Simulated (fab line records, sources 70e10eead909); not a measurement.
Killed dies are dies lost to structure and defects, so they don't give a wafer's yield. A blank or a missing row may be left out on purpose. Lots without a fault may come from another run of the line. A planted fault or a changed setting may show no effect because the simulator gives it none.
Which tool did it? | flow nand_harc | 15 lots, 45 wafers sampled, at 1 step of a route of 1159

WHAT THE GAUGES READ, wafer by wafer
NHARC_A_BLC_INSPECT_12.
lot  | measured     | on                | raw_defect_count
L869 | day 17 15:41 | defect_inspect-02 | 30 38 29
L868 | day 17 16:35 | defect_inspect-01 | 27 22 14
L870 | day 17 17:10 | defect_inspect-02 | 8 11 14
L872 | day 18 02:59 | defect_inspect-01 | 38 22 19
L871 | day 18 06:13 | defect_inspect-02 | 19 21 21
L874 | day 18 17:03 | defect_inspect-02 | 33 37 26
L876 | day 18 18:15 | defect_inspect-01 | 26 22 21
L882 | day 20 03:46 | defect_inspect-02 | 31 48 33
L884 | day 21 06:29 | defect_inspect-02 | 34 40 39
L885 | day 21 17:04 | defect_inspect-01 | 28 33 31
L887 | day 21 18:33 | defect_inspect-01 | 27 35 26
L886 | day 22 04:46 | defect_inspect-02 | 39 37 30
L889 | day 22 10:40 | defect_inspect-02 | 26 16 23
L891 | day 22 23:26 | defect_inspect-02 | 17 25 20
L890 | day 23 00:04 | defect_inspect-01 | 16 12 13

WHICH TOOL RAN EACH LOT (tool, then ch and the chambers of the sampled wafers, then the start)
The record holds no process step before these readings.

WHAT THE TOOLS THEMSELVES READ (means of the sampled wafers that have a number; where no wafer has one, the mark that the record gives instead)
The record holds no such reading with a usual standard deviation.

THE ANSWER, worked out from the rows above alone
Rule: what is usual is taken from the lots themselves. Put in order of their means at a reading, lots are off if they are a third of the lots or fewer, leave a main group of 4 or more, and stand apart from it by a gap of 3 or more times the standard deviation of the main group's means; of several such gaps the widest counts. A main group whose means are all the same, to the digits that the tables above print for the reading, isn't used. A lot without any number at a reading at which 4 lots or more have one is off too. The other lots that the step has rows for count as sound. The gauges are gone through in route order, then the tools' own readings, and for those a lot's mean is taken as printed above. The first step at which some lot is off is used, and at that step the reading that is off furthest; a lot without a number counts as furthest.
No lot is off at any reading shown: from this, nothing can be told.

WHAT THE SIMULATOR HAD PUT IN
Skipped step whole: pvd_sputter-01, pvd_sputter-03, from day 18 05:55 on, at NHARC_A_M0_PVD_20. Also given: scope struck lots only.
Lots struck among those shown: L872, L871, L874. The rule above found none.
